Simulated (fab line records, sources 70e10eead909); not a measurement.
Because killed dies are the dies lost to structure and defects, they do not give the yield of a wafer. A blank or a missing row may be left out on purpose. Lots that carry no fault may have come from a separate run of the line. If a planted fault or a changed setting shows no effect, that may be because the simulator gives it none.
Chamber matching -- flow nand harc -- NHARC_A_STAIRCASE_DEP_259 on pecvd-03: 3 sister chambers
The step deposits SiON, target thk 30 nm. 6 wafers are shown with their chamber, then 7 later ones without.

WAFERS PAIRED WITH THEIR CHAMBERS
wafer,chamber,heater power w (W),heater power outer w (W)
L081.4,1,665,411
L083.1,0,743,441
L083.4,2,628,380
L083.5,1,586,347
L082.3,0,678,405
L082.4,2,644,377

WAFERS WHOSE CHAMBER IS MISSING
wafer,heater power w (W),heater power outer w (W)
L082.6,675,396
L088.2,761,440
L088.3,641,364
L088.6,591,377
L096.3,705,422
L096.4,666,381
L096.5,687,421

WHICH CHAMBER EACH ONE RAN IN
wafer,from the rows above,in truth
L082.6,can't be placed: 2 or 0 or 1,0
L088.2,0,0
L088.3,can't be placed: 2 or 1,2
L088.6,can't be placed: 1 or 2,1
L096.3,0,0
L096.4,can't be placed: 2 or 1 or 0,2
L096.5,can't be placed: 0 or 2 or 1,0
Correctly placed: 2 of 7. Can't be placed from these rows: 5 (the true chamber is among the candidates in 5). Wrongly placed: 0.
How it was worked out, from the rows above alone: a wafer's distance from a chamber is the root of the sum, over the readings, of the square of ((its reading less the chamber's mean) divided by the reading's scatter). If the next closest chamber is less than 2 further off than the closest, the wafer can't be placed; otherwise it belongs to the closest. The mean given for a chamber averages the wafers shown for that chamber. The scatter is the square root of a quotient: the sum, over the shown wafers, of each reading's squared deviation from its chamber's mean, divided by wafers minus chambers.
